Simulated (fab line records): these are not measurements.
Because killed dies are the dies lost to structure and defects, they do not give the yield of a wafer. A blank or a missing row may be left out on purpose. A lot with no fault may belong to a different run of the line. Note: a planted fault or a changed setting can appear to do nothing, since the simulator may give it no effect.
Which of the tools did it? || flow n5 finfet || 10 lots, 26 wafers sampled, at 6 steps of a route of 1938

== WHAT EACH GAUGE READ, for each wafer ==
N5_MOL_CONTACT_COAG_OVL_MEAS_41. Usual: for VD_OVL the level is 0.0 nm and the standard deviation is 0.75.
{"lot": "L998", "measured": "day 7 07:59", "on": "overlay-01", "VD_OVL (nm)": "1.0 0.8 1.3", "flag": ""}
{"lot": "L101", "measured": "day 8 06:45", "on": "overlay-02", "VD_OVL (nm)": "1.1 1.0 0.8", "flag": ""}
{"lot": "L102", "measured": "day 8 09:02", "on": "overlay-01", "VD_OVL (nm)": "0.8 0.5 -0.7", "flag": ""}
{"lot": "L103", "measured": "day 8 12:39", "on": "overlay-01", "VD_OVL (nm)": "-1.0 -1.1 -1.1", "flag": ""}
{"lot": "L104", "measured": "day 8 15:49", "on": "overlay-01", "VD_OVL (nm)": "1.0 0.3", "flag": ""}
{"lot": "L106", "measured": "day 9 05:29", "on": "overlay-01", "VD_OVL (nm)": "-0.5 0.0", "flag": ""}
{"lot": "L107", "measured": "day 9 08:32", "on": "overlay-02", "VD_OVL (nm)": "1.5 1.6", "flag": ""}
{"lot": "L108", "measured": "day 9 16:55", "on": "overlay-01", "VD_OVL (nm)": "-0.1 1.0 -0.6", "flag": ""}
{"lot": "L109", "measured": "day 9 21:05", "on": "overlay-01", "VD_OVL (nm)": "-0.7 0.1", "flag": ""}
{"lot": "L113", "measured": "day 11 01:53", "on": "overlay-01", "VD_OVL (nm)": "-1.4 0.3 -0.5", "flag": ""}

N5_MOL_CONTACT_COAG_INSPECT_42: inspects for defects (brightfield). Usual: raw defect count 203, standard deviation 49.
{"lot": "L998", "measured": "day 7 08:03", "on": "defect inspect-01", "raw defect count": "239 171 156", "flag": ""}
{"lot": "L101", "measured": "day 8 06:49", "on": "defect inspect-01", "raw defect count": "622 574 636", "flag": "OFF"}
{"lot": "L102", "measured": "day 8 09:05", "on": "defect inspect-01", "raw defect count": "534 561 573", "flag": "OFF"}
{"lot": "L103", "measured": "day 8 12:43", "on": "defect inspect-02", "raw defect count": "630 530 525", "flag": "OFF"}
{"lot": "L104", "measured": "day 8 15:52", "on": "defect inspect-01", "raw defect count": "161 136", "flag": ""}
{"lot": "L106", "measured": "day 9 05:32", "on": "defect inspect-02", "raw defect count": "129 116", "flag": ""}
{"lot": "L107", "measured": "day 9 08:35", "on": "defect inspect-02", "raw defect count": "270 223", "flag": ""}
{"lot": "L108", "measured": "day 9 16:58", "on": "defect inspect-02", "raw defect count": "163 121 226", "flag": ""}
{"lot": "L109", "measured": "day 9 21:08", "on": "defect inspect-02", "raw defect count": "161 227", "flag": ""}
{"lot": "L113", "measured": "day 11 01:56", "on": "defect inspect-02", "raw defect count": "184 177 158", "flag": ""}

N5_BEOL_M4_RC_MEAS_101. Usual: DIBL_N 37.7 mV/V, standard deviation 2; DIBL_P 37.7 mV/V, standard deviation 2.3; IOFF_N 0.18 nA/um, standard deviation 0.039; IOFF_P 0.23 nA/um, standard deviation 0.042; ION_N 681 uA/um, standard deviation 12; ION_P 463 uA/um, standard deviation 8; SS_N 71.9 mV/dec, standard deviation 0.68; SS_P 73.6 mV/dec, standard deviation 0.71; VT_N 248 mV, standard deviation 3.2; VT_P -249 mV, standard deviation 3.1.
{"lot": "L998", "measured": "day 13 18:59", "on": "prober-02", "DIBL_N (mV/V)": "38.7 36.7 37.4", "DIBL_P (mV/V)": "39.1 36.1 39.1", "IOFF_N (nA/um)": "0.19 0.15 0.18", "IOFF_P (nA/um)": "0.25 0.18 0.25", "ION_N (uA/um)": "679 680 695", "ION_P (uA/um)": "459 458 471", "SS_N (mV/dec)": "72.9 72.5 72.8", "SS_P (mV/dec)": "74.1 73.9 74.3", "VT_N (mV)": "248 250 251", "VT_P (mV)": "-251 -256 -250", "flag": ""}
{"lot": "L101", "measured": "day 14 05:20", "on": "prober-01", "DIBL_N (mV/V)": "39.3 39.9 41.5", "DIBL_P (mV/V)": "39.7 40.9 41.8", "IOFF_N (nA/um)": "0.19 0.22 0.27", "IOFF_P (nA/um)": "0.27 0.27 0.30", "ION_N (uA/um)": "701 709 715", "ION_P (uA/um)": "477 470 484", "SS_N (mV/dec)": "71.6 72.0 72.1", "SS_P (mV/dec)": "73.5 74.2 74.2", "VT_N (mV)": "246 244 242", "VT_P (mV)": "-249 -249 -245", "flag": ""}
{"lot": "L102", "measured": "day 14 15:04", "on": "prober-02", "DIBL_N (mV/V)": "40.5 34.8 39.7", "DIBL_P (mV/V)": "39.8 32.8 38.2", "IOFF_N (nA/um)": "0.25 0.13 0.21", "IOFF_P (nA/um)": "0.26 0.16 0.23", "ION_N (uA/um)": "689 669 681", "ION_P (uA/um)": "464 452 462", "SS_N (mV/dec)": "72.8 70.7 72.7", "SS_P (mV/dec)": "74.4 72.4 73.4", "VT_N (mV)": "242 250 246", "VT_P (mV)": "-247 -253 -252", "flag": ""}
{"lot": "L103", "measured": "day 15 17:26", "on": "prober-01", "DIBL_N (mV/V)": "34.6 36.4 39.1", "DIBL_P (mV/V)": "35.0 37.2 40.1", "IOFF_N (nA/um)": "0.14 0.16 0.21", "IOFF_P (nA/um)": "0.19 0.22 0.27", "ION_N (uA/um)": "668 673 685", "ION_P (uA/um)": "461 461 458", "SS_N (mV/dec)": "70.6 71.1 72.7", "SS_P (mV/dec)": "73.0 73.6 73.4", "VT_N (mV)": "249 251 247", "VT_P (mV)": "-250 -251 -248", "flag": ""}
{"lot": "L104", "measured": "day 15 14:21", "on": "prober-01", "DIBL_N (mV/V)": "35.0 41.1", "DIBL_P (mV/V)": "35.0 41.9", "IOFF_N (nA/um)": "0.15 0.26", "IOFF_P (nA/um)": "0.20 0.31", "ION_N (uA/um)": "691 679", "ION_P (uA/um)": "476 465", "SS_N (mV/dec)": "70.9 72.4", "SS_P (mV/dec)": "72.8 74.6", "VT_N (mV)": "248 243", "VT_P (mV)": "-250 -243", "flag": ""}
{"lot": "L106", "measured": "day 15 22:14", "on": "prober-02", "DIBL_N (mV/V)": "37.4 36.1", "DIBL_P (mV/V)": "38.8 37.4", "IOFF_N (nA/um)": "0.16 0.15", "IOFF_P (nA/um)": "0.23 0.20", "ION_N (uA/um)": "663 674", "ION_P (uA/um)": "454 456", "SS_N (mV/dec)": "71.4 71.9", "SS_P (mV/dec)": "74.0 73.9", "VT_N (mV)": "254 252", "VT_P (mV)": "-251 -252", "flag": ""}
{"lot": "L107", "measured": "day 15 12:55", "on": "prober-02", "DIBL_N (mV/V)": "37.3 38.1", "DIBL_P (mV/V)": "36.6 37.9", "IOFF_N (nA/um)": "0.16 0.19", "IOFF_P (nA/um)": "0.23 0.25", "ION_N (uA/um)": "680 676", "ION_P (uA/um)": "463 459", "SS_N (mV/dec)": "72.0 72.4", "SS_P (mV/dec)": "74.3 73.7", "VT_N (mV)": "252 249", "VT_P (mV)": "-250 -246", "flag": ""}
{"lot": "L108", "measured": "day 16 00:22", "on": "prober-01", "DIBL_N (mV/V)": "38.0 37.0 39.6", "DIBL_P (mV/V)": "36.7 35.4 38.5", "IOFF_N (nA/um)": "0.18 0.16 0.20", "IOFF_P (nA/um)": "0.22 0.20 0.24", "ION_N (uA/um)": "665 677 681", "ION_P (uA/um)": "457 462 463", "SS_N (mV/dec)": "71.2 71.2 72.0", "SS_P (mV/dec)": "73.7 73.1 74.4", "VT_N (mV)": "248 248 246", "VT_P (mV)": "-250 -249 -251", "flag": ""}
{"lot": "L109", "measured": "day 16 18:10", "on": "prober-01", "DIBL_N (mV/V)": "38.2 33.5", "DIBL_P (mV/V)": "38.9 32.8", "IOFF_N (nA/um)": "0.19 0.11", "IOFF_P (nA/um)": "0.24 0.16", "ION_N (uA/um)": "685 674", "ION_P (uA/um)": "466 461", "SS_N (mV/dec)": "71.8 70.6", "SS_P (mV/dec)": "73.5 72.8", "VT_N (mV)": "246 254", "VT_P (mV)": "-248 -255", "flag": ""}
{"lot": "L113", "measured": "day 17 18:26", "on": "prober-02", "DIBL_N (mV/V)": "36.5 33.3 36.9", "DIBL_P (mV/V)": "36.5 31.9 37.3", "IOFF_N (nA/um)": "0.16 0.12 0.19", "IOFF_P (nA/um)": "0.26 0.17 0.26", "ION_N (uA/um)": "662 680 686", "ION_P (uA/um)": "460 463 475", "SS_N (mV/dec)": "71.5 70.8 72.2", "SS_P (mV/dec)": "73.6 73.0 74.0", "VT_N (mV)": "250 248 248", "VT_P (mV)": "-245 -251 -246", "flag": ""}

== WHICH TOOL RAN EACH LOT (tool, then ch and the chambers of the sampled wafers, then the start) ==
{"lot": "L998", "N5_MOL_CONTACT_COAG_ETCHBACK_132": "rie diel-01 ch 0,1,2, day 7 07:09", "N5_MOL_CONTACT_COAG_ETCH_91": "rie diel-01 ch 0,1,2, day 7 07:11", "N5_MOL_CONTACT_COAG_STRIP_119": "plasma asher-02 ch 0,1, day 7 07:30"}
{"lot": "L101", "N5_MOL_CONTACT_COAG_ETCHBACK_132": "rie diel-01 ch 1,3, day 8 05:55", "N5_MOL_CONTACT_COAG_ETCH_91": "rie diel-01 ch 1,3, day 8 05:56", "N5_MOL_CONTACT_COAG_STRIP_119": "plasma asher-01 ch 0,1, day 8 06:15"}
{"lot": "L102", "N5_MOL_CONTACT_COAG_ETCHBACK_132": "rie diel-01 ch 2,3, day 8 08:10", "N5_MOL_CONTACT_COAG_ETCH_91": "rie diel-01 ch 2,3, day 8 08:13", "N5_MOL_CONTACT_COAG_STRIP_119": "plasma asher-02 ch 0,1, day 8 08:32"}
{"lot": "L103", "N5_MOL_CONTACT_COAG_ETCHBACK_132": "rie diel-01 ch 0,1, day 8 11:41", "N5_MOL_CONTACT_COAG_ETCH_91": "rie diel-01 ch 0,1, day 8 11:43", "N5_MOL_CONTACT_COAG_STRIP_119": "plasma asher-01 ch 0,1, day 8 12:02"}
{"lot": "L104", "N5_MOL_CONTACT_COAG_ETCHBACK_132": "rie diel-05 ch 0,1, day 8 14:51", "N5_MOL_CONTACT_COAG_ETCH_91": "rie diel-05 ch 0,1, day 8 14:54", "N5_MOL_CONTACT_COAG_STRIP_119": "plasma asher-01 ch 0,1, day 8 15:13"}
{"lot": "L106", "N5_MOL_CONTACT_COAG_ETCHBACK_132": "rie diel-04 ch 0,1, day 9 04:38", "N5_MOL_CONTACT_COAG_ETCH_91": "rie diel-04 ch 0,1, day 9 04:40", "N5_MOL_CONTACT_COAG_STRIP_119": "plasma asher-01 ch 0,1, day 9 04:59"}
{"lot": "L107", "N5_MOL_CONTACT_COAG_ETCHBACK_132": "rie diel-04 ch 1,2, day 9 07:42", "N5_MOL_CONTACT_COAG_ETCH_91": "rie diel-04 ch 1,2, day 9 07:46", "N5_MOL_CONTACT_COAG_STRIP_119": "plasma asher-02 ch 0, day 9 08:03"}
{"lot": "L108", "N5_MOL_CONTACT_COAG_ETCHBACK_132": "rie diel-04 ch 2, day 9 15:26", "N5_MOL_CONTACT_COAG_ETCH_91": "rie diel-04 ch 2, day 9 15:34", "N5_MOL_CONTACT_COAG_STRIP_119": "plasma asher-02 ch 0,1, day 9 16:25"}
{"lot": "L109", "N5_MOL_CONTACT_COAG_ETCHBACK_132": "rie diel-05 ch 0,2, day 9 20:14", "N5_MOL_CONTACT_COAG_ETCH_91": "rie diel-05 ch 0,2, day 9 20:16", "N5_MOL_CONTACT_COAG_STRIP_119": "plasma asher-02 ch 1, day 9 20:35"}
{"lot": "L113", "N5_MOL_CONTACT_COAG_ETCHBACK_132": "rie diel-05 ch 2,3, day 11 00:55", "N5_MOL_CONTACT_COAG_ETCH_91": "rie diel-05 ch 2,3, day 11 00:56", "N5_MOL_CONTACT_COAG_STRIP_119": "plasma asher-01 ch 1, day 11 01:15"}
- N5_MOL_CONTACT_COAG_ETCHBACK_132: etches SiO2 in CHF3, target depth 10 nm, time 6.7 s.
- N5_MOL_CONTACT_COAG_ETCH_91: etches SOC in N2/H2, target depth 60 nm, overetch 21 nm, time 101.2 s.
- N5_MOL_CONTACT_COAG_STRIP_119: strips in N2/H2, time 30 s.

== AS READ BY THE TOOLS THEMSELVES (means over the sampled wafers that have a number; for cases with no such wafer, the mark the record gives instead) ==
N5_MOL_CONTACT_COAG_ETCHBACK_132. Usual: drypump motor current A 5.9 A, standard deviation 0.37; oes product au 0.80 a.u., standard deviation 0.085; rf vpp V 530 V, standard deviation 16; showerhead plenum p Torr 2.42 Torr, standard deviation 0.079; throttle valve pct 18.62 %, standard deviation 0.19.
{"lot": "L998", "tool": "rie diel-01", "drypump motor current A (A)": 5.9, "oes product au (a.u.)": 0.75, "rf vpp V (V)": 528, "showerhead plenum p Torr (Torr)": 2.42, "throttle valve pct (%)": 18.72, "flag": ""}
{"lot": "L101", "tool": "rie diel-01", "drypump motor current A (A)": 6.1, "oes product au (a.u.)": 0.70, "rf vpp V (V)": 532, "showerhead plenum p Torr (Torr)": 2.34, "throttle valve pct (%)": 18.75, "flag": ""}
{"lot": "L102", "tool": "rie diel-01", "drypump motor current A (A)": 5.8, "oes product au (a.u.)": 0.73, "rf vpp V (V)": 535, "showerhead plenum p Torr (Torr)": 2.38, "throttle valve pct (%)": 18.56, "flag": ""}
{"lot": "L103", "tool": "rie diel-01", "drypump motor current A (A)": 6.0, "oes product au (a.u.)": 0.73, "rf vpp V (V)": 527, "showerhead plenum p Torr (Torr)": 2.40, "throttle valve pct (%)": 18.84, "flag": ""}
{"lot": "L104", "tool": "rie diel-05", "drypump motor current A (A)": 6.0, "oes product au (a.u.)": 0.87, "rf vpp V (V)": 532, "showerhead plenum p Torr (Torr)": 2.51, "throttle valve pct (%)": 18.55, "flag": ""}
{"lot": "L106", "tool": "rie diel-04", "drypump motor current A (A)": 5.7, "oes product au (a.u.)": 0.78, "rf vpp V (V)": 501, "showerhead plenum p Torr (Torr)": 2.38, "throttle valve pct (%)": 18.88, "flag": ""}
{"lot": "L107", "tool": "rie diel-04", "drypump motor current A (A)": 6.0, "oes product au (a.u.)": 0.84, "rf vpp V (V)": 530, "showerhead plenum p Torr (Torr)": 2.42, "throttle valve pct (%)": 18.69, "flag": ""}
{"lot": "L108", "tool": "rie diel-04", "drypump motor current A (A)": 5.7, "oes product au (a.u.)": 0.80, "rf vpp V (V)": 552, "showerhead plenum p Torr (Torr)": 2.39, "throttle valve pct (%)": 18.54, "flag": ""}
{"lot": "L109", "tool": "rie diel-05", "drypump motor current A (A)": 5.8, "oes product au (a.u.)": 0.83, "rf vpp V (V)": 516, "showerhead plenum p Torr (Torr)": 2.46, "throttle valve pct (%)": 18.42, "flag": ""}
{"lot": "L113", "tool": "rie diel-05", "drypump motor current A (A)": 6.4, "oes product au (a.u.)": 0.85, "rf vpp V (V)": 523, "showerhead plenum p Torr (Torr)": 2.48, "throttle valve pct (%)": 18.57, "flag": ""}

N5_MOL_CONTACT_COAG_ETCH_91. Usual: drypump motor current A 5.9 A, standard deviation 0.37; oes product au 0.67 a.u., standard deviation 0.07; rf vpp V 525.4 V, standard deviation 2.3; showerhead plenum p Torr 2.60 Torr, standard deviation 0.08; temp c 40.00 C, standard deviation 0.11; throttle valve pct 17.76 %, standard deviation 0.29.
{"lot": "L998", "tool": "rie diel-01", "drypump motor current A (A)": 5.9, "oes product au (a.u.)": 0.64, "rf vpp V (V)": 524.5, "showerhead plenum p Torr (Torr)": 2.59, "temp c (C)": 39.99, "throttle valve pct (%)": 17.91, "flag": ""}
{"lot": "L101", "tool": "rie diel-01", "drypump motor current A (A)": 6.1, "oes product au (a.u.)": 0.59, "rf vpp V (V)": 523.1, "showerhead plenum p Torr (Torr)": 2.51, "temp c (C)": 40.03, "throttle valve pct (%)": 17.93, "flag": ""}
{"lot": "L102", "tool": "rie diel-01", "drypump motor current A (A)": 5.8, "oes product au (a.u.)": 0.62, "rf vpp V (V)": 523.4, "showerhead plenum p Torr (Torr)": 2.54, "temp c (C)": 40.01, "throttle valve pct (%)": 17.65, "flag": ""}
{"lot": "L103", "tool": "rie diel-01", "drypump motor current A (A)": 6.1, "oes product au (a.u.)": 0.61, "rf vpp V (V)": 523.6, "showerhead plenum p Torr (Torr)": 2.57, "temp c (C)": 39.99, "throttle valve pct (%)": 18.07, "flag": ""}
{"lot": "L104", "tool": "rie diel-05", "drypump motor current A (A)": 6.0, "oes product au (a.u.)": 0.73, "rf vpp V (V)": 528.1, "showerhead plenum p Torr (Torr)": 2.70, "temp c (C)": 39.88, "throttle valve pct (%)": 17.66, "flag": ""}
{"lot": "L106", "tool": "rie diel-04", "drypump motor current A (A)": 5.7, "oes product au (a.u.)": 0.66, "rf vpp V (V)": 524.8, "showerhead plenum p Torr (Torr)": 2.56, "temp c (C)": 39.89, "throttle valve pct (%)": 18.12, "flag": ""}
{"lot": "L107", "tool": "rie diel-04", "drypump motor current A (A)": 6.0, "oes product au (a.u.)": 0.70, "rf vpp V (V)": 525.0, "showerhead plenum p Torr (Torr)": 2.58, "temp c (C)": 40.04, "throttle valve pct (%)": 17.85, "flag": ""}
{"lot": "L108", "tool": "rie diel-04", "drypump motor current A (A)": 5.7, "oes product au (a.u.)": 0.66, "rf vpp V (V)": 523.9, "showerhead plenum p Torr (Torr)": 2.54, "temp c (C)": 39.92, "throttle valve pct (%)": 17.64, "flag": ""}
{"lot": "L109", "tool": "rie diel-05", "drypump motor current A (A)": 5.8, "oes product au (a.u.)": 0.70, "rf vpp V (V)": 525.4, "showerhead plenum p Torr (Torr)": 2.62, "temp c (C)": 39.89, "throttle valve pct (%)": 17.51, "flag": ""}
{"lot": "L113", "tool": "rie diel-05", "drypump motor current A (A)": 6.4, "oes product au (a.u.)": 0.71, "rf vpp V (V)": 527.1, "showerhead plenum p Torr (Torr)": 2.65, "temp c (C)": 40.00, "throttle valve pct (%)": 17.54, "flag": ""}

N5_MOL_CONTACT_COAG_STRIP_119. Usual: drypump motor current A 6.02 A, standard deviation 0.29; heater power w 313 W, standard deviation 14; temp c 250.01 C, standard deviation 0.18.
{"lot": "L998", "tool": "plasma asher-02", "drypump motor current A (A)": 6.19, "heater power w (W)": 308, "temp c (C)": 250.07, "flag": ""}
{"lot": "L101", "tool": "plasma asher-01", "drypump motor current A (A)": 6.07, "heater power w (W)": 315, "temp c (C)": 250.00, "flag": ""}
{"lot": "L102", "tool": "plasma asher-02", "drypump motor current A (A)": 5.98, "heater power w (W)": 299, "temp c (C)": 249.97, "flag": ""}
{"lot": "L103", "tool": "plasma asher-01", "drypump motor current A (A)": 5.89, "heater power w (W)": 322, "temp c (C)": 249.87, "flag": ""}
{"lot": "L104", "tool": "plasma asher-01", "drypump motor current A (A)": 5.97, "heater power w (W)": 314, "temp c (C)": 249.91, "flag": ""}
{"lot": "L106", "tool": "plasma asher-01", "drypump motor current A (A)": 6.00, "heater power w (W)": 318, "temp c (C)": 249.79, "flag": ""}
{"lot": "L107", "tool": "plasma asher-02", "drypump motor current A (A)": 5.75, "heater power w (W)": 296, "temp c (C)": 250.14, "flag": ""}
{"lot": "L108", "tool": "plasma asher-02", "drypump motor current A (A)": 6.19, "heater power w (W)": 308, "temp c (C)": 250.16, "flag": ""}
{"lot": "L109", "tool": "plasma asher-02", "drypump motor current A (A)": 6.44, "heater power w (W)": 316, "temp c (C)": 250.31, "flag": ""}
{"lot": "L113", "tool": "plasma asher-01", "drypump motor current A (A)": 5.73, "heater power w (W)": 330, "temp c (C)": 250.08, "flag": ""}

== THE ANSWER, worked out from the rows above alone ==
Rule: take the mean of a lot's wafers that have a number; if it is more than 3 standard deviations from the usual mean, the lot is off. A lot without any number at a reading at which 4 lots or more have one is off too. Any other lot the step has rows for is counted as sound. Order of review: gauges by route order, followed by the tools' own readings, for which a lot's mean as printed above is used. The first step at which some lot is off is used, and at that step the reading that is off furthest; a lot without a number counts as furthest.
Off: L101, L102, L103, at N5_MOL_CONTACT_COAG_INSPECT_42 (raw defect count).
If a tool, at a process step before that reading, ran all the lots that are off and no sound lot after the first of them, it fits. The gauges at N5_MOL_CONTACT_COAG_INSPECT_42 are tried like those tools. One candidate fits, namely rie diel-01 at N5_MOL_CONTACT_COAG_ETCHBACK_132 and N5_MOL_CONTACT_COAG_ETCH_91. At N5_MOL_CONTACT_COAG_ETCHBACK_132 its last sound lot is L998 (day 7 07:09), its first lot that is off L101 (day 8 05:55): a fault that began between those two fits.

== WHAT WAS PUT IN BY THE SIMULATOR ==
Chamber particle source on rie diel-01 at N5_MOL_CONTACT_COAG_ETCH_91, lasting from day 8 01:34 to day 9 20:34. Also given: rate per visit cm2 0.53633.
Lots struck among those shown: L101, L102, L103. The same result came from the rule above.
